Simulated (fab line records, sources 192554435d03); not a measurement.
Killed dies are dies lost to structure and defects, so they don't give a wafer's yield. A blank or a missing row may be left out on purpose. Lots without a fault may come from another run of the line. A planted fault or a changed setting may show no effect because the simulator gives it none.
Split-lot experiment | flow n5_finfet | 7 lots, 21 wafers read, on a route of 1938 steps

THE SPLIT
At N5_MOL_CONTACT_COAG_CVD_140 (deposits W, target thk 66.5 nm, time 215 s), the setting target_thk_a was moved away from the recipe's 665 angstrom on 10 of the 21 wafers read, by -11.2% to +11.5%. The other wafers ran this setting at the recipe's value.

The reading is taken at the split's own step.

THE READING
W_of_MOL_CONTACT_COAG_CVD_140.thk_nm (the simulator's own value, which no gauge read), in nm, at N5_MOL_CONTACT_COAG_CVD_140 (deposits W, target thk 66.5 nm, time 215 s). The file gives no usual value for it. The 11 wafers here that ran the recipe average 66.5 nm, standard deviation 0.47 nm.

wafer  | tool, chamber at the split | target_thk_a as run, angstrom | against the recipe | W_of_MOL_CONTACT_COAG_CVD_140.thk_nm, nm | against lot-mates on the recipe
L078.1 | cvd_w-01, 0                | 741.5                         | +11.5%             | 73.6                                     | +7.6
L078.3 | cvd_w-01, 1                | 665                           | recipe             | 66.6                                     | -
L078.4 | cvd_w-01, 0                | 665                           | recipe             | 65.4                                     | -
L081.1 | cvd_w-01, 0                | 590.2                         | -11.2%             | 58.8                                     | no lot-mate on the recipe
L081.2 | cvd_w-01, 1                | 590.2                         | -11.2%             | 59.8                                     | no lot-mate on the recipe
L081.6 | cvd_w-01, 1                | 590.2                         | -11.2%             | 59.8                                     | no lot-mate on the recipe
L083.1 | cvd_w-02, 0                | 665                           | recipe             | 66.2                                     | -
L083.2 | cvd_w-02, 1                | 665                           | recipe             | 66.6                                     | -
L083.6 | cvd_w-02, 1                | 665                           | recipe             | 66.8                                     | -
L084.1 | cvd_w-02, 1                | 665                           | recipe             | 66.2                                     | -
L084.5 | cvd_w-02, 1                | 665                           | recipe             | 66                                       | -
L084.6 | cvd_w-02, 0                | 665                           | recipe             | 66.8                                     | -
L086.2 | cvd_w-02, 0,1,1            | 726.4                         | +9.2%              | 72                                       | no lot-mate on the recipe
L086.4 | cvd_w-02, 0,1,1            | 726.4                         | +9.2%              | 72                                       | no lot-mate on the recipe
L086.6 | cvd_w-02, 0,1,1            | 726.4                         | +9.2%              | 72                                       | no lot-mate on the recipe
L087.1 | cvd_w-02, 0                | 639.9                         | -3.8%              | 65.6                                     | -1.3
L087.3 | cvd_w-02, 0                | 665                           | recipe             | 67.2                                     | -
L087.5 | cvd_w-02, 0                | 665                           | recipe             | 66.6                                     | -
L091.1 | cvd_w-01, 0                | 739.6                         | +11.2%             | 74.2                                     | +7.4
L091.2 | cvd_w-01, 1                | 665                           | recipe             | 66.8                                     | -
L091.5 | cvd_w-01, 1                | 739.6                         | +11.2%             | 75                                       | +8.2
Where a row lists several chambers, the file gives one row for several wafers and doesn't say which wafer went through which chamber.

THE FIT
A straight line over all 21 wafers: W_of_MOL_CONTACT_COAG_CVD_140.thk_nm changes by +0.633 nm for each +1% of target_thk_a; r = +0.99; the points scatter about the line by 0.64 nm.
The same after taking each lot's own level away (the mean of its wafers on the recipe; 15 wafers): +0.661 nm for each +1%; r = +0.99; scatter 0.5 nm.
On that fit, the largest move of target_thk_a shifts the reading by 7.6 nm.
The lots' own levels span 66.00 to 66.90 nm, that is 1.9 times the standard deviation above.
So the lot-to-lot level changes the slope little: the two slopes agree.
Check: with one of the wafers moved furthest among these (+11.5%) left out of the fit, the line predicts +7.81 nm for it against its lot-mates. It came out at +7.6 nm against them.

OTHER SPLITS ON THESE WAFERS
These wafers also went through other splits before the reading. Each is held against what the fit with the lots' levels taken away leaves over:
other split on the same wafers        | wafers away from the commonest value | r with W_of_MOL_CONTACT_COAG_CVD_140.thk_nm (lot level and that fit taken away)
N5_SD_EPI_P_EPI_21 time_s             | 8                                    | +0.02
N5_SD_ACTIVATION_LSA_01 temp_c        | 5                                    | +0.35
N5_HKMG_FIN_COAT_66 spin_rpm          | 9                                    | +0.44
N5_MOL_CONTACT_COAG_EXPOSE_05 dose_mj | 8                                    | -0.10

THE FILE'S OWN FIT
W_of_MOL_CONTACT_COAG_CVD_140.thk_nm changes by +0.66 nm for each +1% of target_thk_a, r = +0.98.
